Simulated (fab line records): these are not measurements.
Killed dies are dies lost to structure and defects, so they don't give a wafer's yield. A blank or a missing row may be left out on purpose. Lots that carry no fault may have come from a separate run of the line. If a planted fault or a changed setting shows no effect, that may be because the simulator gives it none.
Split-lot trial -- flow n5 finfet -- 21 wafers read across 7 lots, on a route 1938 steps long

== SPLIT DETAILS ==
At N5_BEOL_M15_SPUTTER_44 (material Ta, target thk 15 nm, time 24.19 s), the setting power w was moved away from the recipe's 15000 W on 9 of the 21 wafers read, by -5.9% to +18.0%. For the rest of the wafers, this setting stayed at what the recipe calls for.

The reading comes from the split's own step.

== THE READING ==
Ta_of_BEOL_M15_SPUTTER_44.thk nm (the simulator's own value, which no gauge read), in nm, at N5_BEOL_M15_SPUTTER_44 (material Ta, target thk 15 nm, time 24.19 s). There is no usual value for it anywhere in the file. Average 15.0 nm, standard deviation 0.14 nm, over the 12 wafers here run with the recipe.

wafer,"tool, chamber at the split","power w as run, W",against the recipe,"Ta_of_BEOL_M15_SPUTTER_44.thk nm, nm",against lot-mates on the recipe
L079.1,"pvd sputter-03, -",15840,+5.6%,15.6,+0.8
L079.6,"pvd sputter-03, -",15840,+5.6%,15.6,+0.8
L079.2,"pvd sputter-03, -",15000,recipe,14.8,-
L080.2,"pvd sputter-02, -",15000,recipe,15.2,-
L080.3,"pvd sputter-02, -",17700,+18.0%,17.8,+2.6
L080.5,"pvd sputter-02, -",17700,+18.0%,17.8,+2.6
L082.2,"pvd sputter-02, -",15000,recipe,14.8,-
L082.3,"pvd sputter-02, -",15000,recipe,14.8,-
L082.5,"pvd sputter-02, -",16360,+9.1%,16.2,+1.4
L085.1,"pvd sputter-01, -",17300,+15.3%,17.4,+2.4
L085.2,"pvd sputter-01, -",17300,+15.3%,17.4,+2.4
L085.5,"pvd sputter-01, -",15000,recipe,15,-
L093.2,"pvd sputter-03, -",15000,recipe,15,-
L093.4,"pvd sputter-03, -",14110,-5.9%,14,-1.0
L093.5,"pvd sputter-03, -",14110,-5.9%,14,-1.0
L094.1,"pvd sputter-03, -",15000,recipe,14.8,-
L094.3,"pvd sputter-03, -",15000,recipe,15,-
L094.5,"pvd sputter-03, -",15000,recipe,15,-
L097.2,"pvd sputter-02, -",15000,recipe,15,-
L097.3,"pvd sputter-02, -",15000,recipe,15,-
L097.6,"pvd sputter-02, -",15000,recipe,15.2,-

THE FIT
A straight line over all 21 wafers: Ta_of_BEOL_M15_SPUTTER_44.thk nm changes by +0.156 nm for each +1% of power w; r = +0.99; the points scatter about the line by 0.14 nm.
The same after taking each lot's own level away (the mean of its wafers on the recipe; 21 wafers): +0.152 nm for each +1%; r = +1.00; scatter 0.078 nm.
That fit puts the effect of the largest move of power w on the reading at 2.7 nm.
The lots' own levels span 14.80 to 15.20 nm, that is 2.9 times the standard deviation above.
Hence the lot-to-lot level has little effect on the slope; both slopes agree.
Check: +2.74 nm against its lot-mates is what the line predicts for one of the wafers moved furthest among these (+18.0%) when that wafer is left out of the fit. It came out at +2.6 nm against them.

== OTHER SPLITS APPLIED TO THESE WAFERS ==
These wafers also went through other splits before the reading. Each is held against what the fit with the lots' levels taken away leaves over:
other split on the same wafers,wafers away from the commonest value,r with Ta_of_BEOL_M15_SPUTTER_44.thk nm (lot level and that fit taken away)
N5_BEOL_M11_ETCH_62 bias w,5,-0.25
N5_BEOL_M11_COAT_22 spin rpm,6,+0.26
N5_BEOL_M12_COAT_22 spin rpm,9,-0.12
N5_BEOL_M12_ETCH_68 time s,6,+0.05
N5_BEOL_M13_SPUTTER_43 time s,5,-0.05
N5_BEOL_M15_TRENCH_ETCH_34 bias w,7,+0.19

== THE FILE'S OWN FIT ==
Ta_of_BEOL_M15_SPUTTER_44.thk nm changes by +0.151 nm for each +1% of power w, r = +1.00.
